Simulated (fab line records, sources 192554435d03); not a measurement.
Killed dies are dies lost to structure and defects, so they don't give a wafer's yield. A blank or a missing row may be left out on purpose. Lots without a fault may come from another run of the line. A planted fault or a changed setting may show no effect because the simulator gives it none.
Split-lot experiment | flow n5_finfet | 7 lots, 21 wafers read, on a route of 1938 steps

THE SPLIT
At N5_BEOL_M1_COAT_61 (time 60 s, resist thk 60 nm), the setting spin_rpm was moved away from the recipe's 1500 rpm on 7 of the 21 wafers read, by -6.0% to +10.7%. The other wafers ran this setting at the recipe's value.

FROM THE SPLIT TO THE READING: what the file shows between them, 10 steps
- N5_BEOL_M1_COAT_62: time 60 s, resist thk 12 nm (also split here: spin_rpm)
- N5_BEOL_M1_COAT_73: time 60 s, resist thk 5 nm
- N5_BEOL_M1_COAT_05: resist thk 30 nm
- N5_BEOL_M1_DESCUM_16: chemistry O2, time 7 s
- N5_BEOL_M1_ETCH_74: etches underlayer in N2/H2, target depth 6.5 nm, time 5.2 s
- N5_BEOL_M1_ETCH_63: etches SiARC in CF4, target depth 15.6 nm, time 26 s
- N5_BEOL_M1_ETCH_64: etches SOC in N2/H2, target depth 75 nm, overetch 15 nm, time 112.5 s
- N5_BEOL_M1_STRIP_65: strips in N2/H2
- N5_BEOL_M1_STRIP_75: strips in N2/H2
- N5_BEOL_M1_STRIP_66: strips in CF4

THE READING
SOC_of_BEOL_M1_COAT_61.thk_nm (the simulator's own value, which no gauge read), in nm, at N5_BEOL_M1_HM_OPEN_17 (chemistry Cl2/BCl3, target TiN, target depth 20 nm, overetch 6 nm). The file gives no usual value for it. The 14 wafers here that ran the recipe average 52.1 nm, standard deviation 0.27 nm.

wafer  | tool, chamber at the split | spin_rpm as run, rpm | against the recipe | SOC_of_BEOL_M1_COAT_61.thk_nm, nm | against lot-mates on the recipe
L077.1 | litho_track-02, 0          | 1661                 | +10.7%             | 48.8                              | -3.6
L077.2 | litho_track-02, 0          | 1500                 | recipe             | 52.4                              | -
L077.6 | litho_track-02, 0          | 1661                 | +10.7%             | 49.4                              | -3.0
L079.2 | litho_track-04, 0          | 1500                 | recipe             | 52.4                              | -
L079.4 | litho_track-04, 0          | 1500                 | recipe             | 52.4                              | -
L079.6 | litho_track-04, 0          | 1500                 | recipe             | 51.6                              | -
L080.3 | litho_track-04, 0          | 1500                 | recipe             | 52.4                              | -
L080.4 | litho_track-04, 0          | 1500                 | recipe             | 51.8                              | -
L080.6 | litho_track-04, 0          | 1434                 | -4.4%              | 53.4                              | +1.3
L081.1 | litho_track-01, 0          | 1500                 | recipe             | 52.2                              | -
L081.2 | litho_track-01, 0          | 1432                 | -4.5%              | 53.8                              | +1.6
L081.3 | litho_track-01, 0          | 1432                 | -4.5%              | 53.6                              | +1.4
L083.1 | litho_track-01, 0          | 1410                 | -6.0%              | 53.8                              | +1.8
L083.3 | litho_track-01, 0          | 1410                 | -6.0%              | 54                                | +2.0
L083.6 | litho_track-01, 0          | 1500                 | recipe             | 52                                | -
L085.2 | litho_track-02, 0          | 1500                 | recipe             | 52.2                              | -
L085.4 | litho_track-02, 0          | 1500                 | recipe             | 52.2                              | -
L085.6 | litho_track-02, 0          | 1500                 | recipe             | 52.2                              | -
L096.4 | litho_track-02, 0          | 1500                 | recipe             | 52.2                              | -
L096.5 | litho_track-02, 0          | 1500                 | recipe             | 52.2                              | -
L096.6 | litho_track-02, 0          | 1500                 | recipe             | 51.6                              | -

THE FIT
A straight line over all 21 wafers: SOC_of_BEOL_M1_COAT_61.thk_nm changes by -0.292 nm for each +1% of spin_rpm; r = -0.98; the points scatter about the line by 0.27 nm.
The same after taking each lot's own level away (the mean of its wafers on the recipe; 21 wafers): -0.311 nm for each +1%; r = -0.98; scatter 0.24 nm.
On that fit, the largest move of spin_rpm shifts the reading by 3.3 nm.
The lots' own levels span 52.00 to 52.40 nm, that is 1.5 times the standard deviation above.
So the lot-to-lot level changes the slope little: the two slopes agree.
Check: with one of the wafers moved furthest among these (+10.7%) left out of the fit, the line predicts -3.16 nm for it against its lot-mates. It came out at -3.6 nm against them.

OTHER SPLITS ON THESE WAFERS
These wafers also went through other splits before the reading. Each is held against what the fit with the lots' levels taken away leaves over:
other split on the same wafers | wafers away from the commonest value | r with SOC_of_BEOL_M1_COAT_61.thk_nm (lot level and that fit taken away)
N5_BEOL_M1_COAT_62 spin_rpm    | 7                                    | -0.05

THE WHOLE CHAIN: every reading that the file lists as answering this split, in the file's order
step                  | what it does                                                          | reading                                                                        | change (the file's fit)               | r (the file's)
N5_BEOL_M1_COAT_61    | time 60 s, resist thk 60 nm                                           | SOC_of_BEOL_M1_COAT_61.thk_nm (the simulator's own value, which no gauge read) | -0.287 nm for each +1% of the setting | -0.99
N5_BEOL_M1_ETCH_64    | etches SOC in N2/H2, target depth 75 nm, overetch 15 nm, time 112.5 s | etch.depth_nm (the simulator's own value, which no gauge read)                 | -0.287 nm for each +1% of the setting | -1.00
N5_BEOL_M1_HM_OPEN_17 | chemistry Cl2/BCl3, target TiN, target depth 20 nm, overetch 6 nm     | SOC_of_BEOL_M1_COAT_61.thk_nm (the simulator's own value, which no gauge read) | -0.31 nm for each +1% of the setting  | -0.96

THE FILE'S OWN FIT
SOC_of_BEOL_M1_COAT_61.thk_nm changes by -0.31 nm for each +1% of spin_rpm, r = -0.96.
